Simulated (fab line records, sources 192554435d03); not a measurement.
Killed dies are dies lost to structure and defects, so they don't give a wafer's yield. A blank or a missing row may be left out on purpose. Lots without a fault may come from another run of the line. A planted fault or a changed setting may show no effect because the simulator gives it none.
Which tool did it? | flow n5_finfet | 24 lots, 72 wafers sampled, at 4 steps of a route of 1938

WHAT THE GAUGES READ, wafer by wafer
N5_BEOL_M11_INSPECT_30: inspects for defects (brightfield).
lot  | measured     | on                | raw_defect_count
L074 | day 11 22:10 | defect_inspect-02 | 305 247 211
L076 | day 12 05:28 | defect_inspect-01 | 581 512 458
L075 | day 12 06:23 | defect_inspect-02 | 372 437 320
L077 | day 12 11:44 | defect_inspect-01 | 376 396 396
L078 | day 12 21:57 | defect_inspect-02 | 423 335 412
L080 | day 13 05:54 | defect_inspect-02 | 408 646 417
L079 | day 13 10:52 | defect_inspect-02 | 344 418 438
L081 | day 13 11:50 | defect_inspect-02 | 482 504 437
L082 | day 13 21:04 | defect_inspect-02 | 473 509 463
L083 | day 13 21:53 | defect_inspect-02 | 395 256 318
L084 | day 14 04:04 | defect_inspect-01 | 274 387 404
L087 | day 14 12:50 | defect_inspect-02 | 450 598 650
L085 | day 14 22:47 | defect_inspect-02 | 323 290 451
L086 | day 15 05:14 | defect_inspect-01 | 553 692 456
L089 | day 15 07:45 | defect_inspect-02 | 373 365 426
L091 | day 15 11:49 | defect_inspect-02 | 338 394 405
L088 | day 15 12:01 | defect_inspect-02 | 382 678 428
L092 | day 15 16:03 | defect_inspect-01 | 444 397 456
L090 | day 16 04:48 | defect_inspect-01 | 393 502 398
L093 | day 16 23:43 | defect_inspect-01 | 288 452 451
L095 | day 17 00:38 | defect_inspect-01 | 553 715 724
L094 | day 17 09:43 | defect_inspect-01 | 390 294 362
L097 | day 18 02:05 | defect_inspect-02 | 560 319 482
L096 | day 18 04:41 | defect_inspect-02 | 477 455 599

WHICH TOOL RAN EACH LOT (tool, then ch and the chambers of the sampled wafers, then the start)
lot  | N5_BEOL_M11_HM_DEP_02        | N5_BEOL_M11_ETCH_61                | N5_BEOL_M11_STRIP_19
L074 | pvd_sputter-03, day 11 20:49 | rie_diel-03 ch 2,3, day 11 21:19   | rie_diel-03 ch 2,3, day 11 21:40
L076 | pvd_sputter-01, day 12 03:25 | rie_diel-04 ch 0,2, day 12 04:10   | rie_diel-04 ch 1,2,3, day 12 04:31
L075 | pvd_sputter-02, day 12 04:23 | rie_diel-04 ch 0,1,3, day 12 05:01 | rie_diel-01 ch 1,3, day 12 05:22
L077 | pvd_sputter-02, day 12 07:35 | rie_diel-03 ch 0,1,2, day 12 08:21 | rie_diel-04 ch 0,1, day 12 08:41
L078 | pvd_sputter-02, day 12 19:11 | rie_diel-03 ch 1,2,3, day 12 19:47 | rie_diel-03 ch 0,1,2, day 12 20:16
L080 | pvd_sputter-03, day 13 03:02 | rie_diel-04 ch 2,3, day 13 03:40   | rie_diel-04 ch 0,1, day 13 04:01
L079 | pvd_sputter-03, day 13 07:31 | rie_diel-03 ch 0,2, day 13 08:08   | rie_diel-04 ch 0,2, day 13 08:31
L081 | pvd_sputter-02, day 13 10:20 | rie_diel-04 ch 2,3, day 13 10:55   | rie_diel-01 ch 1,2, day 13 11:18
L082 | pvd_sputter-02, day 13 16:36 | rie_diel-03 ch 0,3, day 13 17:27   | rie_diel-04 ch 1,2, day 13 17:49
L083 | pvd_sputter-01, day 13 20:17 | rie_diel-01 ch 0,1,3, day 13 20:54 | rie_diel-04 ch 1,2,3, day 13 21:20
L084 | pvd_sputter-03, day 14 01:34 | rie_diel-03 ch 0,1,2, day 14 02:04 | rie_diel-03 ch 2,3, day 14 02:25
L087 | pvd_sputter-01, day 14 11:23 | rie_diel-01 ch 0,1,3, day 14 11:53 | rie_diel-01 ch 0,2,3, day 14 12:18
L085 | pvd_sputter-03, day 14 21:16 | rie_diel-04 ch 1,3, day 14 21:55   | rie_diel-03 ch 0,1,2, day 14 22:15
L086 | pvd_sputter-03, day 15 02:35 | rie_diel-03 ch 1,2,3, day 15 03:12 | rie_diel-01 ch 0,2,3, day 15 03:33
L089 | pvd_sputter-03, day 15 05:58 | rie_diel-01 ch 0,1, day 15 06:41   | rie_diel-04 ch 0,2,3, day 15 07:07
L091 | pvd_sputter-03, day 15 09:56 | rie_diel-04 ch 1,2,3, day 15 10:34 | rie_diel-04 ch 1,2,3, day 15 11:04
L088 | pvd_sputter-03, day 15 10:14 | rie_diel-04 ch 0,2,3, day 15 10:50 | rie_diel-04 ch 0,3, day 15 11:11
L092 | pvd_sputter-01, day 15 13:07 | rie_diel-01 ch 0,1,3, day 15 13:38 | rie_diel-04 ch 0,3, day 15 13:59
L090 | pvd_sputter-03, day 16 00:42 | rie_diel-01 ch 1,2,3, day 16 01:11 | rie_diel-04 ch 0,3, day 16 01:32
L093 | pvd_sputter-03, day 16 22:17 | rie_diel-01 ch 1,3, day 16 22:47   | rie_diel-01 ch 2,3, day 16 23:08
L095 | pvd_sputter-02, day 16 23:05 | rie_diel-03 ch 2,3, day 16 23:35   | rie_diel-03 ch 0,3, day 16 23:56
L094 | pvd_sputter-02, day 17 07:01 | rie_diel-01 ch 0,2, day 17 07:31   | rie_diel-01 ch 2,3, day 17 07:59
L097 | pvd_sputter-01, day 18 00:20 | rie_diel-01 ch 0,2,3, day 18 01:14 | rie_diel-01 ch 0,3, day 18 01:40
L096 | pvd_sputter-01, day 18 02:49 | rie_diel-03 ch 0,1,3, day 18 03:53 | rie_diel-03 ch 0,1,3, day 18 04:14
- N5_BEOL_M11_HM_DEP_02: deposits TiN, target thk 20 nm.
- N5_BEOL_M11_ETCH_61: etches SiARC in CF4, target depth 39 nm, time 65 s.
- N5_BEOL_M11_STRIP_19: strips in O2.

WHAT THE TOOLS THEMSELVES READ (means of the sampled wafers that have a number; where no wafer has one, the mark that the record gives instead)
N5_BEOL_M11_HM_DEP_02.
lot  | tool           | throttle_valve_pct (%)
L074 | pvd_sputter-03 | 29.6
L076 | pvd_sputter-01 | 29.3
L075 | pvd_sputter-02 | 29.8
L077 | pvd_sputter-02 | 30.5
L078 | pvd_sputter-02 | 30.0
L080 | pvd_sputter-03 | 29.5
L079 | pvd_sputter-03 | 30.1
L081 | pvd_sputter-02 | 30.8
L082 | pvd_sputter-02 | 30.2
L083 | pvd_sputter-01 | 30.2
L084 | pvd_sputter-03 | 30.0
L087 | pvd_sputter-01 | 30.2
L085 | pvd_sputter-03 | 29.8
L086 | pvd_sputter-03 | 29.7
L089 | pvd_sputter-03 | 30.1
L091 | pvd_sputter-03 | 30.2
L088 | pvd_sputter-03 | 29.3
L092 | pvd_sputter-01 | 30.9
L090 | pvd_sputter-03 | 30.7
L093 | pvd_sputter-03 | 30.2
L095 | pvd_sputter-02 | 30.8
L094 | pvd_sputter-02 | 30.5
L097 | pvd_sputter-01 | 30.5
L096 | pvd_sputter-01 | 30.2

N5_BEOL_M11_ETCH_61.
lot  | tool        | drypump_motor_current_A (A) | etch_rf_on_time_s (s) | mfc_ar_sccm (sccm) | oes_product_au (a.u.) | rf_fwd_power_W (W) | rf_vpp_V (V) | showerhead_plenum_p_Torr (Torr) | throttle_valve_pct (%)
L074 | rie_diel-03 | 5.3                         | 66.5                  | 99.7               | 0.65                  | 539.0              | 184.6        | 2.17                            | 15.84
L076 | rie_diel-04 | 5.7                         | 65.1                  | 100.0              | 0.64                  | 536.2              | 184.3        | 2.17                            | 15.52
L075 | rie_diel-04 | 6.0                         | 66.1                  | 99.7               | 0.61                  | 537.4              | 184.1        | 2.12                            | 15.75
L077 | rie_diel-03 | 5.3                         | 65.9                  | 100.1              | 0.62                  | 539.0              | 184.3        | 2.18                            | 15.94
L078 | rie_diel-03 | 5.7                         | 66.4                  | 100.1              | 0.64                  | 536.1              | 185.3        | 2.16                            | 15.79
L080 | rie_diel-04 | 5.7                         | 65.3                  | 100.3              | 0.66                  | 537.6              | 184.7        | 2.11                            | 15.68
L079 | rie_diel-03 | 4.8                         | 66.5                  | 99.9               | 0.61                  | 537.5              | 185.8        | 2.19                            | 16.01
L081 | rie_diel-04 | 5.5                         | 64.4                  | 100.0              | 0.71                  | 539.1              | 183.4        | 2.11                            | 15.56
L082 | rie_diel-03 | 5.5                         | 63.7                  | 100.0              | 0.64                  | 539.1              | 183.7        | 2.11                            | 15.80
L083 | rie_diel-01 | 6.2                         | 64.2                  | 100.1              | 0.65                  | 539.5              | 183.1        | 2.11                            | 15.54
L084 | rie_diel-03 | 5.3                         | 66.8                  | 100.4              | 0.60                  | 536.9              | 184.3        | 2.18                            | 15.95
L087 | rie_diel-01 | 6.2                         | 64.2                  | 100.2              | 0.64                  | 537.8              | 184.2        | 2.11                            | 15.55
L085 | rie_diel-04 | 6.0                         | 66.1                  | 100.4              | 0.61                  | 537.8              | 183.7        | 2.09                            | 15.89
L086 | rie_diel-03 | 5.7                         | 66.1                  | 99.8               | 0.63                  | 537.6              | 184.4        | 2.16                            | 15.83
L089 | rie_diel-01 | 6.2                         | 66.3                  | 99.8               | 0.67                  | 539.2              | 182.6        | 2.07                            | 15.45
L091 | rie_diel-04 | 5.8                         | 65.7                  | 99.8               | 0.65                  | 538.8              | 183.2        | 2.09                            | 15.76
L088 | rie_diel-04 | 5.7                         | 64.5                  | 100.4              | 0.72                  | 536.4              | 184.4        | 2.13                            | 15.46
L092 | rie_diel-01 | 6.2                         | 64.6                  | 99.7               | 0.63                  | 539.4              | 183.8        | 2.11                            | 15.56
L090 | rie_diel-01 | 6.0                         | 65.2                  | 100.0              | 0.60                  | 540.0              | 183.2        | 2.15                            | 15.78
L093 | rie_diel-01 | 6.2                         | 64.3                  | 100.0              | 0.58                  | 537.7              | 182.4        | 2.09                            | 15.83
L095 | rie_diel-03 | 5.8                         | 64.4                  | 100.1              | 0.65                  | 537.1              | 183.6        | 2.11                            | 15.74
L094 | rie_diel-01 | 6.0                         | 66.2                  | 99.8               | 0.67                  | 538.6              | 183.8        | 2.12                            | 15.45
L097 | rie_diel-01 | 6.0                         | 64.4                  | 100.1              | 0.64                  | 538.8              | 184.2        | 2.16                            | 15.57
L096 | rie_diel-03 | 5.8                         | 63.9                  | 99.7               | 0.69                  | 540.3              | 184.6        | 2.12                            | 15.66

N5_BEOL_M11_STRIP_19.
lot  | tool        | drypump_motor_current_A (A) | o2_flow_sccm (sccm) | oes_product_au (a.u.) | rf_vpp_V (V) | showerhead_plenum_p_Torr (Torr) | throttle_valve_pct (%)
L074 | rie_diel-03 | 5.3                         | 224.9               | 0.77                  | 4.2          | 2.13                            | 16.96
L076 | rie_diel-04 | 5.8                         | 225.1               | 0.79                  | 4.0          | 2.04                            | 16.76
L075 | rie_diel-01 | 6.2                         | 224.3               | 0.72                  | 3.7          | 2.11                            | 16.65
L077 | rie_diel-04 | 6.0                         | 224.2               | 0.70                  | 3.3          | 2.10                            | 16.73
L078 | rie_diel-03 | 5.3                         | 225.3               | 0.72                  | 3.6          | 2.15                            | 17.08
L080 | rie_diel-04 | 6.0                         | 225.6               | 0.72                  | 3.6          | 2.05                            | 16.86
L079 | rie_diel-04 | 5.4                         | 225.3               | 0.82                  | 3.7          | 2.08                            | 16.50
L081 | rie_diel-01 | 5.9                         | 226.1               | 0.71                  | 3.6          | 2.09                            | 16.84
L082 | rie_diel-04 | 5.8                         | 224.9               | 0.79                  | 3.8          | 2.02                            | 16.82
L083 | rie_diel-04 | 5.8                         | 225.6               | 0.79                  | 3.8          | 2.04                            | 16.78
L084 | rie_diel-03 | 5.8                         | 224.6               | 0.78                  | 4.1          | 2.09                            | 16.84
L087 | rie_diel-01 | 6.0                         | 225.5               | 0.76                  | 4.1          | 2.12                            | 16.57
L085 | rie_diel-03 | 5.3                         | 224.9               | 0.70                  | 3.9          | 2.15                            | 17.09
L086 | rie_diel-01 | 6.0                         | 225.5               | 0.76                  | 3.6          | 2.12                            | 16.57
L089 | rie_diel-04 | 5.6                         | 224.8               | 0.86                  | 3.3          | 2.08                            | 16.48
L091 | rie_diel-04 | 5.8                         | 225.0               | 0.76                  | 4.0          | 2.03                            | 16.80
L088 | rie_diel-04 | 5.9                         | 225.2               | 0.91                  | 3.2          | 2.12                            | 16.34
L092 | rie_diel-04 | 5.9                         | 224.8               | 0.80                  | 3.9          | 2.08                            | 16.61
L090 | rie_diel-04 | 5.9                         | 225.8               | 0.89                  | 3.2          | 2.11                            | 16.36
L093 | rie_diel-01 | 6.0                         | 225.1               | 0.70                  | 3.5          | 2.15                            | 16.71
L095 | rie_diel-03 | 5.5                         | 225.2               | 0.72                  | 4.0          | 2.06                            | 16.98
L094 | rie_diel-01 | 5.8                         | 225.3               | 0.70                  | 3.6          | 2.15                            | 16.80
L097 | rie_diel-01 | 6.2                         | 225.3               | 0.79                  | 3.5          | 2.08                            | 16.41
L096 | rie_diel-03 | 5.8                         | 224.5               | 0.81                  | 3.9          | 2.09                            | 16.82

THE ANSWER, worked out from the rows above alone
Rule: what is usual is taken from the lots themselves. Put in order of their means at a reading, lots are off if they are a third of the lots or fewer, leave a main group of 4 or more, and stand apart from it by a gap of 3 or more times the standard deviation of the main group's means; of several such gaps the widest counts. A main group whose means are all the same, to the digits that the tables above print for the reading, isn't used. A lot without any number at a reading at which 4 lots or more have one is off too. The other lots that the step has rows for count as sound. The gauges are gone through in route order, then the tools' own readings, and for those a lot's mean is taken as printed above. The first step at which some lot is off is used, and at that step the reading that is off furthest; a lot without a number counts as furthest.
No lot is off at any reading shown: from this, nothing can be told.

WHAT THE SIMULATOR HAD PUT IN
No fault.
